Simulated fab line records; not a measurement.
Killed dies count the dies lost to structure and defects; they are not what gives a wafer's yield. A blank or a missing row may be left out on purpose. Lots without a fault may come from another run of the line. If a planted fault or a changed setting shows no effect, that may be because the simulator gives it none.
Matching of chambers | flow nand-harc | NHARC_A_BONDPAD_ETCH_34 on rie-diel-11 has 4 sister chambers
The step etches the open film in N2/H2, target depth 60 nm, overetch 18 nm, time 65.91 s. 16 wafers are shown with their chamber, then 8 later ones without.

WAFERS, EACH WITH ITS CHAMBER
wafer  | chamber | drypump-motor-current-A (A) | oes-product-au (a.u.) | rf-vpp-V (V)
L556.1 | 1       | 5.3                         | 1.014                 | 433.0
L556.3 | 0       | 5.6                         | 0.990                 | 432.7
L556.6 | 1       | 5.3                         | 1.018                 | 431.5
L555.2 | 0       | 5.6                         | 0.987                 | 432.4
L555.3 | 2       | 5.8                         | 0.980                 | 429.4
L555.5 | 0       | 5.6                         | 0.995                 | 432.9
L557.2 | 1       | 5.3                         | 1.008                 | 431.9
L557.3 | 2       | 5.7                         | 0.988                 | 429.0
L557.4 | 3       | 6.2                         | 1.016                 | 434.3
L562.2 | 3       | 6.2                         | 1.015                 | 433.6
L562.5 | 1       | 5.3                         | 1.016                 | 432.2
L562.6 | 0       | 5.6                         | 0.996                 | 433.6
L571.1 | 1       | 5.3                         | 1.007                 | 430.9
L571.3 | 3       | 6.2                         | 1.018                 | 431.9
L571.5 | 1       | 5.3                         | 1.009                 | 430.5
L572.1 | 2       | 5.8                         | 0.996                 | 428.1

SIGNATURES (averages over the wafers above)
reading                 | chamber 0 | chamber 1 | chamber 2 | chamber 3 | scatter within a chamber
drypump-motor-current-A | 5.600     | 5.300     | 5.767     | 6.200     | 0.0236
oes-product-au          | 0.99200   | 1.01200   | 0.98800   | 1.01633   | 0.00494
rf-vpp-V                | 432.900   | 431.667   | 428.833   | 433.267   | 0.857
Rule: a wafer lies at a distance from a chamber equal to the root of the sum of squares, over the readings, of (its reading less the chamber's mean, divided by the reading's scatter). If the next closest chamber is less than 2 further off than the closest, the wafer can't be placed; otherwise it belongs to the closest. The scatter is the square root of a quotient: the sum, over the shown wafers, of each reading's squared deviation from its chamber's mean, divided by wafers minus chambers.

WAFERS WITH NO CHAMBER GIVEN
wafer  | drypump-motor-current-A (A) | oes-product-au (a.u.) | rf-vpp-V (V)
L572.3 | 5.3                         | 1.008                 | 430.6
L572.6 | 5.8                         | 0.993                 | 427.8
L575.1 | 5.8                         | 1.003                 | 428.4
L575.3 | 5.3                         | 1.008                 | 432.4
L575.6 | 6.2                         | 1.017                 | 434.2
L574.3 | 5.6                         | 0.995                 | 433.7
L574.4 | 5.8                         | 0.993                 | 429.6
L574.6 | 5.6                         | 0.995                 | 431.3

THE CHAMBER EACH PASSED THROUGH
wafer  | from the rows above | in truth
L572.3 | 1                   | 1
L572.6 | 2                   | 2
L575.1 | 2                   | 2
L575.3 | 1                   | 1
L575.6 | 3                   | 3
L574.3 | 0                   | 0
L574.4 | 2                   | 2
L574.6 | 0                   | 0
Correctly placed: 8 of 8. Can't be placed from these rows: 0. Number placed wrongly: 0.
